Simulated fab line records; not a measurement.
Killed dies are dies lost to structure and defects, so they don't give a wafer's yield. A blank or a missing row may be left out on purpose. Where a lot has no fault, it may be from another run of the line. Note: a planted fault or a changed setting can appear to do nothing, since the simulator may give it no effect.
Matching of chambers -- flow nand harc -- 3 sister chambers for NHARC_P_CONTACT_ALD_22 on ald metal-04
The step deposits TiN, target thk 3 nm, pulse time 1 s, ald cycles 150. 14 wafers are shown with their chamber, then 3 later ones without.

## EACH WAFER AND ITS CHAMBER
wafer,chamber,heater power w (W),precursor pulse height rel
L145.2,1,1065,1.027
L145.4,1,1065,1.005
L145.5,3,1104,0.998
L148.1,0,1123,1.026
L148.3,1,1034,1.022
L148.4,3,1060,1.011
L150.2,3,1075,1.015
L150.5,0,1112,0.977
L150.6,3,1062,0.968
L152.1,0,1123,0.975
L152.2,3,1065,1.009
L152.6,0,1104,0.985
L161.3,3,1071,0.997
L161.4,0,1121,1.012

SIGNATURES (means of the wafers above)
reading,chamber 0,chamber 1,chamber 3,scatter within a chamber
heater power w,1116.60,1054.67,1072.83,14.3
precursor pulse height rel,0.99500,1.01800,0.99967,0.0186
Rule: for each reading, subtract the chamber's mean from the wafer's reading, divide by that reading's scatter and square the result; add these up over the readings and take the root, which gives the wafer's distance from the chamber. The wafer belongs to the nearest chamber; if the next one is less than 2 further off, it can't be placed. The scatter: take each reading less its chamber's mean, square it, sum over the shown wafers, divide by the number of wafers less the number of chambers, and take the root.

## WAFERS WITHOUT THEIR CHAMBER
wafer,heater power w (W),precursor pulse height rel
L167.1,1176,0.971
L167.6,1068,1.027
L166.4,1167,0.993

## WHICH CHAMBER EACH ONE RAN IN
wafer,from the rows above,in truth
L167.1,0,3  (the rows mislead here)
L167.6,can't be placed: 1 or 3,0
L166.4,0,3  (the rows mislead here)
0 of 3 placed correctly. Can't be placed from these rows: 1 (the true chamber is among the candidates in 0). Placed wrongly: 2.
